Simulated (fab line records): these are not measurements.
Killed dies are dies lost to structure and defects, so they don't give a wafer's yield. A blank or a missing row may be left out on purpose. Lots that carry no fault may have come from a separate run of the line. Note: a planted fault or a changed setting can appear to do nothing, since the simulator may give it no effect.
Which of the tools did it?	flow n5Finfet	22 wafers from 8 lots sampled at 8 of the route's 1938 steps

== WHAT THE GAUGES SHOWED, per wafer ==
N5_BEOL_M4_RC_MEAS_101. Usual: DIBL_N 36.5 mV/V, standard deviation 1.9; DIBL_P 36.4 mV/V, standard deviation 2.2; IOFF_N 0.17 nA/um, standard deviation 0.034; IOFF_P 0.21 nA/um, standard deviation 0.036; ION_N 678 uA/um, standard deviation 12; ION_P 462 uA/um, standard deviation 7.1; SS_N 71.7 mV/dec, standard deviation 0.61; SS_P 73.4 mV/dec, standard deviation 0.71; VT_N 249 mV, standard deviation 3.5; VT_P -251 mV, standard deviation 3.
lot	measured	on	DIBL_N (mV/V)	DIBL_P (mV/V)	IOFF_N (nA/um)	IOFF_P (nA/um)	ION_N (uA/um)	ION_P (uA/um)	SS_N (mV/dec)	SS_P (mV/dec)	VT_N (mV)	VT_P (mV)	flag
L324	day 9 01:02	prober-01	34.2 34.4	34.7 34.6	0.15 0.15	0.20 0.20	675 676	464 471	70.5 70.9	72.9 73.6	249 250	-249 -248	
L322	day 9 12:31	prober-02	39.2 39.5	39.0 38.4	0.22 0.22	0.23 0.24	689 677	462 464	72.0 72.4	74.0 73.7	246 245	-252 -252	
L326	day 9 21:43	prober-01	38.0 38.1 36.9	36.3 36.2 36.1	0.18 0.17 0.16	0.21 0.19 0.21	679 669 676	458 453 461	71.9 72.0 71.0	73.6 73.5 73.4	250 252 248	-251 -255 -249	
L328	day 10 21:35	prober-01	36.3 36.0 35.0	34.0 33.9 32.9	0.13 0.13 0.12	0.17 0.16 0.16	664 671 658	456 453 458	70.8 70.9 71.3	72.6 73.0 72.2	253 252 256	-258 -255 -256	
L338	day 13 19:34	prober-01	33.3 33.8 35.5	34.4 34.5 36.3	0.14 0.12 0.16	0.16 0.16 0.19	686 662 674	462 455 456	72.0 71.7 71.9	72.5 73.3 73.9	250 254 250	-254 -253 -253	
L341	day 13 20:02	prober-01	37.5 36.0 35.6	38.5 37.6 37.0	0.20 0.16 0.16	0.21 0.18 0.19	690 665 686	465 449 466	73.0 71.5 71.1	74.2 73.1 73.4	247 250 248	-251 -254 -256	
L342	day 14 21:52	prober-01	33.3 37.5 36.8	33.5 38.2 36.7	0.13 0.19 0.18	0.15 0.21 0.20	663 677 680	460 459 460	71.1 72.0 71.3	72.2 73.9 73.4	250 248 244	-253 -250 -252	
L343	day 15 11:43	prober-01	36.4 34.1 34.1	35.3 32.6 32.6	0.16 0.13 0.13	0.21 0.17 0.18	669 673 676	459 464 466	71.8 71.4 71.1	73.7 72.4 73.0	250 253 251	-250 -253 -252	

N5_BEOL_M7_CD_MEAS_18: pitch 80 nm, target cd 40 nm. Usual: cdNm at 40.0 nm, with a standard deviation of 0.66.
lot	measured	on	cdNm (nm)	flag
L324	day 10 22:21	cdSem-02	38.6 38.9	
L322	day 10 15:56	cdSem-01	39.4 38.2	
L326	day 10 21:29	cdSem-02	41.2 39.8 39.9	
L328	day 11 22:55	cdSem-02	39.1 39.5 38.7	
L338	day 15 00:49	cdSem-03	41.4 40.4 40.9	
L341	day 15 00:40	cdSem-01	40.7 40.2 38.8	
L342	day 16 03:07	cdSem-02	39.4 38.4 39.3	
L343	day 16 21:05	cdSem-02	39.2 40.5 40.1	

N5_BEOL_M7_OCD_MEAS_38. Usual: trenchDepthNm at 93.2 nm, with a standard deviation of 1.9.
lot	measured	on	trenchDepthNm (nm)	flag
L324	day 10 23:35	ocd-01	91.0 91.8	
L322	day 10 16:50	ocd-01	94.2 93.5	
L326	day 10 23:51	ocd-02	93.7 93.7 90.9	
L328	day 12 03:46	ocd-02	94.4 93.7 90.6	
L338	day 15 03:49	ocd-01	93.9 154.7 151.5	OFF
L341	day 15 04:41	ocd-01	95.6 94.1 150.2	OFF
L342	day 16 05:12	ocd-01	90.0 145.4 151.8	OFF
L343	day 16 23:02	ocd-02	90.1 88.9 89.9	

N5_BEOL_M7_THK_MEAS_53: measures by xrf. Usual: M7_THK gives 81.7 nm (standard deviation 2.1).
lot	measured	on	M7_THK (nm)	flag
L324	day 11 02:24	filmMetro-02	78.8 80.4	
L322	day 10 19:27	filmMetro-02	82.8 81.6	
L326	day 11 02:52	filmMetro-02	83.2 84.1 79.8	
L328	day 12 07:59	filmMetro-01	81.0 81.0 77.3	
L338	day 15 07:35	filmMetro-01	81.4 145.1 140.2	OFF
L341	day 15 08:14	filmMetro-02	85.9 83.8 139.9	OFF
L342	day 16 11:13	filmMetro-01	78.5 133.7 142.3	OFF
L343	day 17 02:14	filmMetro-01	79.8 76.6 79.0	

N5_BEOL_M7_RS_MEAS_57: measures by four-point-probe. Usual: M7_RS gives 0.286 ohm/sq (standard deviation 0.009).
lot	measured	on	M7_RS (ohm/sq)	flag
L324	day 11 02:32	filmMetro-02	0.296 0.289	
L322	day 10 19:35	filmMetro-01	0.280 0.288	
L326	day 11 02:59	filmMetro-02	0.278 0.276 0.294	
L328	day 12 08:08	filmMetro-02	0.287 0.287 0.303	
L338	day 15 07:44	filmMetro-01	0.289 0.151 0.155	OFF
L341	day 15 08:22	filmMetro-01	0.272 0.280 0.157	OFF
L342	day 16 11:21	filmMetro-01	0.301 0.164 0.153	OFF
L343	day 17 02:23	filmMetro-02	0.295 0.308 0.298	

== TOOL THAT RAN EACH LOT (tool first, then ch and the chambers of the sampled wafers, then the start) ==
lot	N5_BEOL_M7_HM_OPEN_17	N5_BEOL_M7_STRIP_19	N5_BEOL_M7_TRENCH_ETCH_37
L324	rieMetal-03 ch 1, day 10 22:08	rieDiel-05 ch 1, day 10 22:16	rieDiel-02 ch 1, day 10 23:25
L322	rieMetal-02 ch 1, day 10 15:47	rieDiel-05 ch 1,2, day 10 15:52	rieDiel-05 ch 1,2, day 10 16:41
L326	rieMetal-02 ch 0,1, day 10 21:18	rieDiel-02 ch 1,2,3, day 10 21:25	rieDiel-06 ch 0,3, day 10 23:41
L328	rieMetal-03 ch 0, day 11 22:40	rieDiel-06 ch 1,2,3, day 11 22:50	rieDiel-06 ch 1,2,3, day 12 03:37
L338	rieMetal-01 ch 0,1, day 15 00:39	rieDiel-05 ch 0,2,3, day 15 00:46	rieDiel-06 ch 0,1,2, day 15 03:39
L341	rieMetal-02 ch 0,1, day 15 00:28	rieDiel-06 ch 1,2,3, day 15 00:36	rieDiel-06 ch 0,1, day 15 04:31
L342	rieMetal-01 ch 0,1, day 16 02:56	rieDiel-05 ch 2,3, day 16 03:03	rieDiel-06 ch 0,3, day 16 05:02
L343	rieMetal-03 ch 0,1, day 16 20:52	rieDiel-05 ch 0,1,2, day 16 21:01	rieDiel-02 ch 0,1, day 16 22:52
- N5_BEOL_M7_HM_OPEN_17: chemistry Cl2/BCl3, target TiN, target depth 20 nm, overetch 6 nm.
- N5_BEOL_M7_STRIP_19: strips in O2.
- N5_BEOL_M7_TRENCH_ETCH_37: etches SiCOH lowk in C4F6/O2, target depth 93.478 nm, time 31.2 s.

== WHAT THE TOOLS THEMSELVES READ (means of the sampled wafers that have a number; where no wafer has one, the mark that the record gives instead) ==
N5_BEOL_M7_HM_OPEN_17. Usual: drypumpMotorCurrentA 5.5 A, standard deviation 0.52; mfcCl2Sccm 53.27 sccm, standard deviation 0.15; oesProductAu 0.65 a.u., standard deviation 0.095; throttleValvePct 22.03 %, standard deviation 0.19.
lot	tool	drypumpMotorCurrentA (A)	mfcCl2Sccm (sccm)	oesProductAu (a.u.)	throttleValvePct (%)	flag
L324	rieMetal-03	4.9	53.30	0.52	21.94	
L322	rieMetal-02	5.5	53.38	0.63	21.88	
L326	rieMetal-02	5.7	53.19	0.58	21.97	
L328	rieMetal-03	6.1	53.25	0.58	22.43	
L338	rieMetal-01	5.5	53.36	0.71	21.99	
L341	rieMetal-02	5.7	53.16	0.57	21.97	
L342	rieMetal-01	5.5	53.30	0.71	22.00	
L343	rieMetal-03	5.7	53.07	0.62	22.30	

N5_BEOL_M7_STRIP_19. Usual: drypumpMotorCurrentA 5.6 A, standard deviation 0.43; oesProductAu 0.77 a.u., standard deviation 0.078; rfVppV 3.6 V, standard deviation 0.56; showerheadPlenumPTorr 2.09 Torr, standard deviation 0.059; throttleValvePct 16.66 %, standard deviation 0.22.
lot	tool	drypumpMotorCurrentA (A)	oesProductAu (a.u.)	rfVppV (V)	showerheadPlenumPTorr (Torr)	throttleValvePct (%)	flag
L324	rieDiel-05	5.6	0.69	3.8	2.15	16.63	
L322	rieDiel-05	5.9	0.76	4.1	2.14	16.51	
L326	rieDiel-02	5.7	0.83	4.0	2.06	16.58	
L328	rieDiel-06	5.9	0.70	4.0	2.13	16.82	
L338	rieDiel-05	5.5	0.83	3.6	2.06	16.48	
L341	rieDiel-06	6.0	0.77	3.5	2.13	16.69	
L342	rieDiel-05	5.5	0.85	4.6	2.07	16.56	
L343	rieDiel-05	5.7	0.83	3.3	2.09	16.42	

N5_BEOL_M7_TRENCH_ETCH_37. Usual: C4F6_flow_sccm 10.003 sccm, standard deviation 0.028; drypumpMotorCurrentA 5.6 A, standard deviation 0.42; oes_f_703_au 0.78 a.u., standard deviation 0.076; oes_o_777_au 0.78 a.u., standard deviation 0.075; oesProductAu 0.78 a.u., standard deviation 0.082; rfVppV 666 V, standard deviation 13; showerheadPlenumPTorr 2.83 Torr, standard deviation 0.074; throttleValvePct 20.92 %, standard deviation 0.26.
lot	tool	C4F6_flow_sccm (sccm)	drypumpMotorCurrentA (A)	oes_f_703_au (a.u.)	oes_o_777_au (a.u.)	oesProductAu (a.u.)	rfVppV (V)	showerheadPlenumPTorr (Torr)	throttleValvePct (%)	flag
L324	rieDiel-02	9.974	5.7	0.81	0.81	0.81	648	2.75	20.89	
L322	rieDiel-05	10.035	5.9	0.79	0.79	0.77	677	2.90	20.68	
L326	rieDiel-06	10.027	5.4	0.73	0.73	0.75	678	2.82	21.20	
L328	rieDiel-06	9.988	5.9	0.70	0.71	0.71	667	2.89	21.01	
L338	rieDiel-06	10.008	5.8	0.79	0.78	1.01	674	2.83	21.08	
L341	rieDiel-06	9.989	5.6	0.79	0.78	0.91	682	2.76	21.11	
L342	rieDiel-06	9.977	5.5	0.69	0.70	0.88	670	2.86	21.23	
L343	rieDiel-02	10.019	5.3	0.70	0.71	0.70	665	2.88	21.29	

== THE ANSWER, worked out from the rows above alone ==
Rule: a lot is off if the mean of its wafers that have a number lies more than 3 standard deviations from the usual mean. A lot without any number at a reading at which 4 lots or more have one is off too. All remaining lots with rows at the step are treated as sound. Order of review: gauges by route order, followed by the tools' own readings, for which a lot's mean as printed above is used. The first step at which some lot is off is used, and at that step the reading that is off furthest; a lot without a number counts as furthest.
Off at N5_BEOL_M7_OCD_MEAS_38 (trenchDepthNm): L338, L341, L342.
If a tool, at a process step before that reading, ran all the lots that are off and no sound lot after the first of them, it fits. The gauges at N5_BEOL_M7_OCD_MEAS_38 aren't tried: what is off there is off at N5_BEOL_M7_THK_MEAS_53 too, on other tools, and a gauge's error can't cause that. One fits: rieDiel-06 at N5_BEOL_M7_TRENCH_ETCH_37. Its last sound lot is L328 (day 12 03:37), its first lot that is off L338 (day 15 03:39): a fault that began between those two fits.

== WHAT THE SIMULATOR HAD INSERTED ==
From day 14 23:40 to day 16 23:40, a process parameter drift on rieDiel-06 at N5_BEOL_M7_TRENCH_ETCH_37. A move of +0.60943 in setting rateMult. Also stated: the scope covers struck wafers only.
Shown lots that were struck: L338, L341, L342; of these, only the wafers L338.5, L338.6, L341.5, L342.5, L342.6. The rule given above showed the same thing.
